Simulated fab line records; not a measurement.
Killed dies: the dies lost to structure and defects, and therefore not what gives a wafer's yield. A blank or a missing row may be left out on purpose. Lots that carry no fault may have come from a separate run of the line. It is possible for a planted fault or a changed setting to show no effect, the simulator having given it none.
What tool caused it?	flow nand harc	23 lots, 69 wafers sampled, at 6 steps of a route of 1159

## WHAT EACH GAUGE READ, for each wafer
The record lacks any reading of a measuring or inspecting step that a usual standard deviation could be used to judge.

## WHAT TOOL EACH LOT RAN ON (gives the tool, then ch and the chambers of the sampled wafers, and finally the start)
lot	NHARC_A_CONTACT_ETCH_48	NHARC_A_CONTACT_ETCH_130	NHARC_A_CONTACT_ETCH_91	NHARC_A_CONTACT_ETCH_30	NHARC_A_CONTACT_ETCH_137	NHARC_A_BLC_ETCH_17
L074	rie diel-07 ch 0,1, day 16 11:35	har cap etch-02 ch 0,1, day 16 23:42	rie diel-05 ch 0,1, day 17 00:56	rie diel-05 ch 1,2,3, day 17 05:52 or earlier	har cap etch-01 ch 0,1, day 17 05:52	rie diel-02 ch 0,1,2, no start
L076	rie diel-13 ch 0,1,2, day 16 11:56	har cap etch-03 ch 0,1, day 16 22:34	rie diel-07 ch 1,2,3, day 16 23:35	rie diel-07 ch 0,2,3, day 17 05:23 or earlier	har cap etch-02 ch 0,1, day 17 05:23	rie diel-02 ch 2,3, no start
L075	rie diel-05 ch 0,2,3, day 16 22:08	har cap etch-03 ch 0,1, day 17 08:19	rie diel-13 ch 1,2,3, day 17 09:17	rie diel-05 ch 0,1,2, day 17 15:59 or earlier	har cap etch-02 ch 1, day 17 15:59	rie diel-02 ch 0,2, no start
L079	rie diel-05 ch 0,3, day 16 22:38	har cap etch-01 ch 0,1, day 17 09:21	rie diel-13 ch 2,3, day 17 10:22	rie diel-13 ch 1,2, day 17 16:43 or earlier	har cap etch-03 ch 0,1, day 17 16:43	rie diel-04 ch 1,2,3, no start
L080	rie diel-05 ch 0,3, day 17 06:33	har cap etch-01 ch 1, day 17 17:02	rie diel-05 ch 0,3, day 17 18:01	rie diel-05 ch 2,3, day 18 01:17 or earlier	har cap etch-02 ch 0,1, day 18 01:17	rie diel-04 ch 2,3, no start
L077	rie diel-05 ch 0,2, day 17 10:44	har cap etch-01 ch 0,1, day 17 23:06	rie diel-13 ch 0,2,3, day 18 00:05	rie diel-07 ch 1,3, day 18 08:17 or earlier	har cap etch-03 ch 0,1, day 18 08:17	rie diel-02 ch 2,3, no start
L081	rie diel-05 ch 0,1,2, day 17 17:29	har cap etch-01 ch 0,1, day 18 07:19	rie diel-07 ch 1,2,3, day 18 08:17	rie diel-05 ch 1,2,3, day 18 14:11 or earlier	har cap etch-01 ch 0,1, day 18 14:11	rie diel-02 ch 1,2,3, no start
L078	rie diel-13 ch 0,3, day 17 18:44	har cap etch-02 ch 0,1, day 18 08:08	rie diel-05 ch 0,3, day 18 09:07	rie diel-05 ch 2,3, day 18 15:20 or earlier	har cap etch-02 ch 0,1, day 18 15:20	rie diel-04 ch 0,1, no start
L082	rie diel-05 ch 0,1,3, day 18 02:01	har cap etch-03 ch 0,1, day 18 15:05	rie diel-05 ch 1,2,3, day 18 16:05	rie diel-05 ch 1,3, day 18 20:55 or earlier	har cap etch-02 ch 0,1, day 18 20:55	rie diel-04 ch 0,2, no start
L083	rie diel-07 ch 0,3, day 18 18:52	har cap etch-03 ch 0,1, day 19 05:43	rie diel-05 ch 0,2, day 19 06:44	rie diel-05 ch 1,2,3, day 19 11:51 or earlier	har cap etch-01 ch 0,1, day 19 11:51	rie diel-04 ch 0,1,2, no start
L084	rie diel-07 ch 1,2,3, day 19 08:55	har cap etch-03 ch 0,1, day 19 19:02	rie diel-07 ch 0,1,3, day 19 20:15	rie diel-07 ch 0,2, day 20 04:29 or earlier	har cap etch-02 ch 0, day 20 04:29	rie diel-02 ch 0,1,3, no start
L086	rie diel-07 ch 0,1,2, day 19 11:18	har cap etch-02 ch 0,1, day 19 22:10	rie diel-05 ch 0,1,2, day 19 23:07	rie diel-05 ch 1,3, day 20 07:01 or earlier	har cap etch-01 ch 0,1, day 20 07:01	rie diel-02 ch 0,1,2, no start
L085	rie diel-13 ch 0,2,3, day 19 16:02	har cap etch-02 ch 0,1, day 20 02:04	rie diel-07 ch 1,2,3, day 20 03:01	rie diel-13 ch 1,2,3, day 20 11:05 or earlier	har cap etch-03 ch 0,1, day 20 11:05	rie diel-02 ch 0,1,3, no start
L088	rie diel-07 ch 0,3, day 19 16:19	har cap etch-01 ch 0,1, day 20 04:11	rie diel-07 ch 0,3, day 20 05:12	rie diel-05 ch 0,1,3, day 20 12:44 or earlier	har cap etch-01 ch 0,1, day 20 12:44	rie diel-02 ch 1,2,3, no start
L087	rie diel-07 ch 0,3, day 19 22:18	har cap etch-01 ch 0,1, day 20 11:09	rie diel-05 ch 1,2,3, day 20 12:08	rie diel-05 ch 1,3, day 20 17:34 or earlier	har cap etch-02 ch 0,1, day 20 17:34	rie diel-04 ch 1,2,3, no start
L090	rie diel-05 ch 0,1,3, day 20 02:28	har cap etch-03 ch 0,1, day 20 12:33	rie diel-13 ch 0,1,3, day 20 13:34	rie diel-05 ch 0,1,2, day 20 18:31 or earlier	har cap etch-01 ch 0,1, day 20 18:31	rie diel-02 ch 0,2, no start
L092	rie diel-05 ch 1,3, day 20 04:06	har cap etch-02 ch 0,1, day 20 14:40	rie diel-05 ch 1,3, day 20 15:41	rie diel-07 ch 0,1,3, day 20 20:40 or earlier	har cap etch-03 ch 0,1, day 20 20:40	rie diel-04 ch 1,3, no start
L093	rie diel-05 ch 1,2,3, day 20 07:48	har cap etch-03 ch 0,1, day 20 17:31	rie diel-07 ch 0,3, day 20 18:28	rie diel-07 ch 0,2,3, day 20 23:31 or earlier	har cap etch-01 ch 0,1, day 20 23:31	rie diel-02 ch 0,1,2, no start
L091	rie diel-05 ch 1,2,3, day 20 09:33	har cap etch-02 ch 0,1, day 20 19:05	rie diel-07 ch 0,2,3, day 20 20:03	rie diel-13 ch 0,1,2, day 21 01:15 or earlier	har cap etch-02 ch 0,1, day 21 01:15	rie diel-11 ch 0,1,2, no start
L095	rie diel-05 ch 0,1, day 21 08:43	har cap etch-02 ch 1, day 21 17:33	rie diel-07 ch 2,3, day 21 18:34	rie diel-05 ch 0,2,3, day 21 23:30 or earlier	har cap etch-03 ch 0, day 21 23:30	rie diel-04 ch 2,3, no start
L096	rie diel-05 ch 0,2,3, day 21 12:44	har cap etch-01 ch 0,1, day 21 23:02	rie diel-05 ch 0,2,3, day 22 00:02	rie diel-05 ch 0,2,3, day 22 05:01 or earlier	har cap etch-02 ch 0,1, day 22 05:01	rie diel-04 ch 1,2,3, no start
L094	rie diel-13 ch 2,3, day 21 19:02	har cap etch-01 ch 0,1, day 22 03:58	rie diel-05 ch 0,3, day 22 04:56	rie diel-05 ch 2,3, day 22 09:37 or earlier	har cap etch-01 ch 0,1, day 22 09:37	rie diel-02 ch 0,1, no start
L097	rie diel-05 ch 0,1, day 21 20:58	har cap etch-03 ch 0,1, day 22 07:29	rie diel-13 ch 1,2,3, day 22 08:28	rie diel-05 ch 0,1,2, day 22 13:39 or earlier	har cap etch-02 ch 0,1, day 22 13:39	rie diel-04 ch 0,1, no start
- NHARC_A_CONTACT_ETCH_48: etches the open film in CF4, target depth 39 nm, time 65 s.
- NHARC_A_CONTACT_ETCH_130: etches the open film in C4F8/O2/Ar, time 155 s, target depth 956 nm.
- NHARC_A_CONTACT_ETCH_91: etches the open film in CH3F/O2, target depth 40 nm, time 85.7 s.
- NHARC_A_CONTACT_ETCH_30: etches the open film in CF4/CHF3, target depth 60.5 nm, time 30.2 s.
- NHARC_A_CONTACT_ETCH_137: etches the open film in C4F8/O2/Ar, time 132 s, target depth 1287 nm.
- NHARC_A_BLC_ETCH_17: etches the open film in N2/H2, target depth 390 nm, time 609.38 s.

## AS READ BY THE TOOLS THEMSELVES (means over the sampled wafers that have a number; for cases with no such wafer, the mark the record gives instead)
NHARC_A_CONTACT_ETCH_48. Usual: drypump motor current A 5.7 A, standard deviation 0.42; oes product au 1.004 a.u., standard deviation 0.013; rf vpp V 151.2 V, standard deviation 0.95; showerhead plenum p Torr 1.77 Torr, standard deviation 0.051; throttle valve pct 13.283 %, standard deviation 0.0084.
lot	tool	drypump motor current A (A)	oes product au (a.u.)	rf vpp V (V)	showerhead plenum p Torr (Torr)	throttle valve pct (%)	flag
L074	rie diel-07	6.2	1.004	151.3	1.75	13.286	
L076	rie diel-13	5.7	1.005	151.9	1.86	13.279	
L075	rie diel-05	5.7	1.005	151.3	1.74	13.272	
L079	rie diel-05	5.4	0.995	152.3	1.78	13.282	
L080	rie diel-05	5.4	0.998	151.4	1.77	13.286	
L077	rie diel-05	5.7	1.010	151.1	1.76	13.278	
L081	rie diel-05	5.7	0.995	150.1	1.76	13.286	
L078	rie diel-13	5.6	0.999	153.0	1.86	13.280	
L082	rie diel-05	5.3	0.997	151.1	1.79	13.283	
L083	rie diel-07	6.1	1.007	150.7	1.75	13.284	
L084	rie diel-07	5.9	1.012	150.8	1.77	13.279	
L086	rie diel-07	6.1	1.012	150.8	1.75	13.285	
L085	rie diel-13	5.8	0.990	152.0	1.85	13.282	
L088	rie diel-07	6.0	1.006	151.3	1.77	13.284	
L087	rie diel-07	6.0	1.011	150.5	1.77	13.277	
L090	rie diel-05	5.3	1.000	151.6	1.78	13.289	
L092	rie diel-05	5.3	0.992	151.7	1.78	13.272	
L093	rie diel-05	5.7	1.000	150.8	1.74	13.281	
L091	rie diel-05	5.7	1.002	150.8	1.74	13.289	
L095	rie diel-05	5.3	1.001	151.7	1.79	13.281	
L096	rie diel-05	5.7	1.004	150.6	1.74	13.287	
L094	rie diel-13	5.9	1.013	152.2	1.84	13.293	
L097	rie diel-05	5.3	1.000	151.0	1.80	13.281	

NHARC_A_CONTACT_ETCH_91. Usual: drypump motor current A 5.8 A, standard deviation 0.38; oes product au 0.95 a.u., standard deviation 0.035; rf vpp V 244.6 V, standard deviation 1.4; showerhead plenum p Torr 2.48 Torr, standard deviation 0.074; throttle valve pct 20.663 %, standard deviation 0.0089.
lot	tool	drypump motor current A (A)	oes product au (a.u.)	rf vpp V (V)	showerhead plenum p Torr (Torr)	throttle valve pct (%)	flag
L074	rie diel-05	5.3	0.93	245.3	2.50	20.671	
L076	rie diel-07	5.9	0.94	244.3	2.46	20.662	
L075	rie diel-13	5.7	0.93	246.3	2.57	20.659	
L079	rie diel-13	5.7	0.93	245.5	2.57	20.663	
L080	rie diel-05	5.4	0.93	244.0	2.48	20.660	
L077	rie diel-13	5.7	0.93	246.2	2.58	20.668	
L081	rie diel-07	5.9	1.00	244.1	2.46	20.657	
L078	rie diel-05	5.4	0.93	245.1	2.45	20.673	
L082	rie diel-05	5.7	0.93	243.1	2.42	20.669	
L083	rie diel-05	5.7	0.93	244.2	2.44	20.655	
L084	rie diel-07	6.0	0.93	243.7	2.44	20.661	
L086	rie diel-05	5.7	0.93	243.6	2.45	20.669	
L085	rie diel-07	5.9	1.01	244.6	2.45	20.654	
L088	rie diel-07	6.2	0.92	242.9	2.43	20.663	
L087	rie diel-05	5.7	0.99	243.0	2.42	20.672	
L090	rie diel-13	5.6	1.00	245.8	2.57	20.673	
L092	rie diel-05	5.3	0.92	244.7	2.45	20.662	
L093	rie diel-07	6.0	1.00	245.0	2.45	20.665	
L091	rie diel-07	6.0	0.93	244.1	2.44	20.659	
L095	rie diel-07	5.9	0.94	244.5	2.45	20.662	
L096	rie diel-05	5.7	0.93	243.5	2.42	20.662	
L094	rie diel-05	5.4	0.92	244.0	2.45	20.668	
L097	rie diel-13	5.7	0.93	245.7	2.56	20.661	

NHARC_A_CONTACT_ETCH_30. Usual: drypump motor current A 5.7 A, standard deviation 0.45; oes product au 0.937 a.u., standard deviation 0.021; rf vpp V 370.5 V, standard deviation 1.7; showerhead plenum p Torr 1.57 Torr, standard deviation 0.048; throttle valve pct 16.803 %, standard deviation 0.0098.
lot	tool	drypump motor current A (A)	oes product au (a.u.)	rf vpp V (V)	showerhead plenum p Torr (Torr)	throttle valve pct (%)	flag
L074	rie diel-05	5.7	0.923	369.3	1.56	16.806	
L076	rie diel-07	6.0	0.927	371.2	1.57	16.801	
L075	rie diel-05	5.7	0.920	369.3	1.57	16.801	
L079	rie diel-13	5.9	0.978	372.4	1.64	16.801	
L080	rie diel-05	6.1	0.988	368.6	1.52	16.800	
L077	rie diel-07	5.9	0.974	371.6	1.58	16.803	
L081	rie diel-05	5.7	0.924	370.6	1.55	16.802	
L078	rie diel-05	6.1	0.940	368.3	1.51	16.803	
L082	rie diel-05	5.3	0.920	371.6	1.59	16.808	
L083	rie diel-05	5.7	0.957	370.4	1.55	16.796	
L084	rie diel-07	6.0	0.937	369.7	1.55	16.808	
L086	rie diel-05	5.3	0.918	370.4	1.57	16.810	
L085	rie diel-13	5.8	0.942	372.2	1.64	16.806	
L088	rie diel-05	5.3	0.924	371.3	1.58	16.801	
L087	rie diel-05	5.3	0.930	371.5	1.58	16.803	
L090	rie diel-05	5.7	0.932	369.3	1.56	16.807	
L092	rie diel-07	6.1	0.915	370.5	1.56	16.797	
L093	rie diel-07	6.0	0.935	369.6	1.56	16.804	
L091	rie diel-13	5.7	0.928	372.1	1.64	16.806	
L095	rie diel-05	5.7	0.936	369.9	1.55	16.798	
L096	rie diel-05	5.7	0.938	369.8	1.55	16.795	
L094	rie diel-05	5.7	0.928	369.0	1.53	16.802	
L097	rie diel-05	5.7	0.937	370.4	1.56	16.804	

NHARC_A_BLC_ETCH_17. Usual: drypump motor current A 5.9 A, standard deviation 0.33; oes product au 0.992 a.u., standard deviation 0.012; rf vpp V 431 V, standard deviation 3.1; showerhead plenum p Torr 2.06 Torr, standard deviation 0.11; throttle valve pct 14.171 %, standard deviation 0.0086.
lot	tool	drypump motor current A (A)	oes product au (a.u.)	rf vpp V (V)	showerhead plenum p Torr (Torr)	throttle valve pct (%)	flag
L074	rie diel-02	5.9	0.986	429	1.97	14.172	
L076	rie diel-02	5.9	0.995	428	1.99	14.172	
L075	rie diel-02	5.7	1.002	429	1.98	14.176	
L079	rie diel-04	5.8	0.996	432	2.08	14.174	
L080	rie diel-04	5.7	1.003	433	2.13	14.174	
L077	rie diel-02	6.0	0.998	432	2.06	14.166	
L081	rie diel-02	6.1	0.989	429	1.98	14.174	
L078	rie diel-04	5.8	0.980	433	2.11	14.168	
L082	rie diel-04	6.0	0.989	433	2.15	14.174	
L083	rie diel-04	5.9	0.987	432	2.09	14.162	
L084	rie diel-02	5.9	0.991	430	2.04	14.171	
L086	rie diel-02	5.9	0.992	429	1.97	14.169	
L085	rie diel-02	6.0	0.988	432	2.04	14.168	
L088	rie diel-02	6.1	1.001	429	1.98	14.172	
L087	rie diel-04	5.8	0.989	431	2.07	14.169	
L090	rie diel-02	5.5	0.985	432	2.05	14.172	
L092	rie diel-04	5.7	0.982	430	2.02	14.169	
L093	rie diel-02	5.9	0.996	429	1.97	14.172	
L091	rie diel-11	6.1	0.997	430	2.02	14.173	
L095	rie diel-04	5.9	1.005	433	2.13	14.176	
L096	rie diel-04	5.8	1.003	432	2.07	14.173	
L094	rie diel-02	6.1	0.987	429	1.96	14.174	
L097	rie diel-04	5.8	0.993	431	2.10	14.167	

## THE ANSWER, worked out from the rows above alone
Rule: a lot is off if the mean of its wafers that have a number lies more than 3 standard deviations from the usual mean. A lot without any number at a reading at which 4 lots or more have one is off too. All remaining lots with rows at the step are treated as sound. First the gauges in route order, then the tools' own readings, where a lot's mean is used as printed above. At the first step where some lot is off, the reading lying furthest off is the one used; lots without a number count as furthest.
None of the lots is off at any reading shown; this tells nothing.

## WHAT WAS PUT IN BY THE SIMULATOR
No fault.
